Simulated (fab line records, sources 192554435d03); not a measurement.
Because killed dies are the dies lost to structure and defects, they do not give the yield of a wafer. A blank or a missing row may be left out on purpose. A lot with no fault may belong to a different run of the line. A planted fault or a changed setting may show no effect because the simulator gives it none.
fab line records -- flow n5_finfet
[record] lots = 7, wafers = 39
route steps=1938 shown GATE_CUT@510 MOL_CONTACT_COAG@551
start_h: hours from the record's opening day to when the first of the lot's shown wafers began -- wait_h: time in hours since the lot's previous step -- " as in the row above -- L1.1+2: one row covering several wafers at once -- - no value present, or no start provided -- * or withheld: withheld -- < > ~ a bound
route shown NAME@n: a module of which the file shows steps, and the number in the route of the first -- usual: mean and standard deviation over wafers with no fault -- same: alike in all rows -- chamber/n: place in a boat -- sites: the reading at each site -- _std_site: standard deviation across them -- _edge_site: mean of outer sites minus mean of inner sites -- radius_mm: how far each site lies from the wafer's centre -- mask NAME#n: copy n -- behind: tool/chamber where the wafer was last shaped -- hold: what put the lot on hold/how long, in hours/how the hold closed -- device: whichever transistor did not switch (one of n, p or np) -- end of line: the tests these same wafers got at the end of their route -- step lacking rows: just its recipe -- killed: dies lost to structure and defects at the first sort, not the wafer's yield -- map: the dies of a wafer, with x for killed, . for not killed, _ for no die there
set.NAME: the setting the step ran with; set.NAME@STEP: the setting that earlier step ran with -- model.NAME: the simulator's own value behind a step, which no gauge read
lots run with intentionally changed settings; tables by step, rows by wafer
[[steps]]
[step N5_GATE_CUT_ALD_22]
[recipe] material = SiNx, target_thk_a = 160, temp_c = 400, ald_precursor_family = SiH2I2, ald_co_reactant = N2/H2-plasma, pulse_time_s = 1, ald_cycles = 320, purge_time_s = 2, co_reactant_purge_time_s = 2, pressure_torr = 2
lot.wafer,tool,chamber,start_h,wait_h,set.ald_cycles,model.SiNx_of_GATE_CUT_ALD_22.thk_nm
L075.1+2+4,ald_sin-04,"1,3,0",89.42,0.0,371,18.6
L075.3+5+6,ald_sin-04,"2,3,0",89.42,0.0,320,16
L078.1+6,ald_sin-04,"1,0",107.12,0.0,320,16
L078.4,ald_sin-04,2,107.12,0.0,320,16.2
L079.1+6,ald_sin-01,"3,0",117.95,0.5,340,17
L079.2+4+5,ald_sin-01,"2,1,1",117.95,0.5,320,16
L079.3,ald_sin-01,0,117.95,0.5,340,17.2
L084.1+4,ald_sin-03,"2,1",152.19,1.1,357,18
L084.2,ald_sin-03,3,152.19,1.1,357,17.8
L084.3+5+6,ald_sin-03,"0,3,2",152.19,1.1,320,16
L086.1+2+5+6,ald_sin-04,"0,1,0,1",160.26,0.0,320,16
L086.3+4,ald_sin-04,"2,3",160.26,0.0,320,16.2
L089.1+2+5,ald_sin-01,"0,2,2",174.20,0.0,320,16
L089.3+4+6,ald_sin-01,"1,3,3",174.20,0.0,361,18
L094.1+4+5,ald_sin-04,"1,0,2",205.87,0.0,320,16
L094.2+3+6,ald_sin-04,"3,2,1",205.87,0.0,342,17.2
[step N5_GATE_CUT_CMP_23]
[recipe] stop_on = SiO2, t_overpolish_s = 23.4, post_cmp_clean = alkaline_brush, down_force_psi = 2.5, platen_rpm = 51.8, pad_velocity_m_s = 1.0307, target_thk_nm = 16
[step N5_GATE_CUT_THK_MEAS_24]
[recipe] reads = SiO2_of_GATE_CUT_HM_DEP_46+SiO2_flowable_of_ILD0_FCVD_FILL_01
[usual] GC_FILL_THK = 220.9/2.4
lot.wafer,tool,chamber,start_h,wait_h,set.time_s@GATE_CUT_HM_DEP_46,GC_FILL_THK[nm]
L075.1,film_metro-02,-,91.20,-,26.6,220.2
L075.2,film_metro-02,-,91.20,-,30.34,241.2
L075.3,film_metro-02,-,91.20,-,30.34,240.6
L075.4,film_metro-02,-,91.20,-,26.6,227.0
L075.5,film_metro-02,-,91.20,-,30.34,243.9
L075.6,film_metro-02,-,91.20,-,26.6,223.8
L078.1,film_metro-01,-,108.90,-,26.6,220.2
L078.4,film_metro-01,-,108.90,-,26.6,221.8
L078.6,film_metro-01,-,108.90,-,26.6,221.3
L079.1,film_metro-01,-,119.73,-,28.7,233.7
L079.2,film_metro-01,-,119.73,-,28.7,228.8
L079.3,film_metro-01,-,119.73,-,28.7,231.4
L079.4,film_metro-01,-,119.73,-,26.6,224.8
L079.5,film_metro-01,-,119.73,-,26.6,224.7
L079.6,film_metro-01,-,119.73,-,26.6,224.9
L084.1,film_metro-01,-,153.97,-,28.28,226.4
L084.2,film_metro-01,-,153.97,-,26.6,217.2
L084.3,film_metro-01,-,153.97,-,28.28,226.6
L084.4,film_metro-01,-,153.97,-,28.28,230.8
L084.5,film_metro-01,-,153.97,-,26.6,224.0
L084.6,film_metro-01,-,153.97,-,26.6,217.6
L086.1,film_metro-02,-,162.04,-,28.6,225.9
L086.2,film_metro-02,-,162.04,-,26.6,219.5
L086.3,film_metro-02,-,162.04,-,28.6,233.6
L086.4,film_metro-02,-,162.04,-,26.6,221.2
L086.5,film_metro-02,-,162.04,-,26.6,219.3
L086.6,film_metro-02,-,162.04,-,28.6,232.1
L089.1,film_metro-02,-,175.98,-,24.6,206.5
L089.2,film_metro-02,-,175.98,-,26.6,220.0
L089.3,film_metro-02,-,175.98,-,24.6,212.6
L089.4,film_metro-02,-,175.98,-,26.6,222.2
L089.5,film_metro-02,-,175.98,-,26.6,220.6
L089.6,film_metro-02,-,175.98,-,24.6,211.0
L094.1,film_metro-01,-,207.65,-,26.6,221.6
L094.2,film_metro-01,-,207.65,-,25.53,216.9
L094.3,film_metro-01,-,207.65,-,26.6,222.1
L094.4,film_metro-01,-,207.65,-,26.6,222.4
L094.5,film_metro-01,-,207.65,-,25.53,218.1
L094.6,film_metro-01,-,207.65,-,25.53,219.1
[step N5_GATE_CUT_CMP_43]
[recipe] material = SiO2, post_cmp_clean = rinse_only
lot.wafer,tool,chamber,start_h,wait_h,set.time_s@GATE_CUT_HM_DEP_46,model.SiO2_of_GATE_CUT_HM_DEP_46.thk_nm
L075.1,cmp-01,1,91.23,0.0,26.6,5
L075.4+6,cmp-01,"2,1",91.23,0.0,26.6,5.2
L075.3+2+5,cmp-01,"3,0,2",91.23,0.0,30.34,6
L078.1+6,cmp-01,3,109.01,0.1,26.6,5
L078.4,cmp-01,0,109.01,0.1,26.6,5.2
L079.4+6+5,cmp-02,"1,1,2",119.76,0.0,26.6,5.2
L079.2+1+3,cmp-02,"2,3,0",119.76,0.0,28.7,5.6
L084.4+1+3,cmp-01,"2,3,0",154.00,0.0,28.28,5.4
L084.2+6,cmp-01,"1,3",154.00,0.0,26.6,4.8
L084.5,cmp-01,2,154.00,0.0,26.6,5
L086.1,cmp-03,2,162.16,0.1,28.6,5.2
L086.2+4+5,cmp-03,"3,0,2",162.16,0.1,26.6,5
L086.3+6,cmp-03,"1,3",162.16,0.1,28.6,5.6
L089.1,cmp-01,2,176.14,0.2,24.6,4.4
L089.2+4+5,cmp-01,"3,0,3",176.14,0.2,26.6,5
L089.3+6,cmp-01,"1,2",176.14,0.2,24.6,4.6
L094.4+3,cmp-03,"3,2",207.68,0.0,26.6,5.2
L094.2+6+5,cmp-03,"0,3,0",207.68,0.0,25.53,4.8
L094.1,cmp-03,1,207.68,0.0,26.6,5
[step N5_MOL_CONTACT_COAG_SPUTTER_130]
[recipe] material = Co, target_thk_a = 475, temp_c = 25, chamber_pressure_pa = 0.5, power_w = 3000
lot.wafer,tool,chamber,start_h,wait_h,set.power_w,model.Co_of_MOL_CONTACT_COAG_SPUTTER_130.thk_nm
L075.1+6,pvd_sputter-01,-,96.28,0.0,2624,41.6
L075.2,pvd_sputter-01,-,96.28,0.0,2624,41.4
L075.3+4,pvd_sputter-01,-,96.28,0.0,3000,47.4
L075.5,pvd_sputter-01,-,96.28,0.0,3000,48.2
L078.1,pvd_sputter-01,-,114.34,0.0,3000,48
L078.4+6,pvd_sputter-01,-,114.34,0.0,3000,47.4
L079.1,pvd_sputter-01,-,125.61,0.0,3000,47.6
L079.2+4,pvd_sputter-01,-,125.61,0.0,3000,47.2
L079.3,pvd_sputter-01,-,125.61,0.0,3288,51.4
L079.5+6,pvd_sputter-01,-,125.61,0.0,3288,51.8
L084.1,pvd_sputter-03,-,163.50,0.0,2748,43.2
L084.2,pvd_sputter-03,-,163.50,0.0,3000,48
L084.3,pvd_sputter-03,-,163.50,0.0,3000,47.2
L084.4,pvd_sputter-03,-,163.50,0.0,3000,47.4
L084.5,pvd_sputter-03,-,163.50,0.0,2748,44.2
L084.6,pvd_sputter-03,-,163.50,0.0,2748,43.4
L086.1,pvd_sputter-01,-,168.04,0.0,3297,52.2
L086.2,pvd_sputter-01,-,168.04,0.0,3297,52
L086.3,pvd_sputter-01,-,168.04,0.0,3297,52.4
L086.4,pvd_sputter-01,-,168.04,0.0,3000,47.2
L086.5+6,pvd_sputter-01,-,168.04,0.0,3000,47.4
L089.1,pvd_sputter-02,-,183.18,0.0,3000,47
L089.2+3,pvd_sputter-02,-,183.18,0.0,3000,48
L089.4+5,pvd_sputter-02,-,183.18,0.0,3000,47.6
L089.6,pvd_sputter-02,-,183.18,0.0,3000,47.2
L094.1+3,pvd_sputter-03,-,214.70,0.0,3390,53.8
L094.2,pvd_sputter-03,-,214.70,0.0,3000,48.2
L094.4,pvd_sputter-03,-,214.70,0.0,3000,47
L094.5,pvd_sputter-03,-,214.70,0.0,3000,47.6
L094.6,pvd_sputter-03,-,214.70,0.0,3390,53.6
[[key]]
[split] step = N5_GATE_CUT_ALD_22, setting = ald_cycles, stated = 320, by = wafer
[response] step = N5_GATE_CUT_ALD_22, reading = model.SiNx_of_GATE_CUT_ALD_22.thk_nm, change = +0.163, per = 1%, r = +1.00
[split] step = N5_MOL_CONTACT_COAG_SPUTTER_130, setting = power_w, stated = 3000, by = wafer
[response] step = N5_MOL_CONTACT_COAG_SPUTTER_130, reading = model.Co_of_MOL_CONTACT_COAG_SPUTTER_130.thk_nm, change = +0.476, per = 1%, r = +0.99
split outside_this_file step=N5_GATE_CUT_HM_DEP_46 setting=time_s
// split outside_this_file: this setting was split too, and the file shows its column; the key of that split is in another file
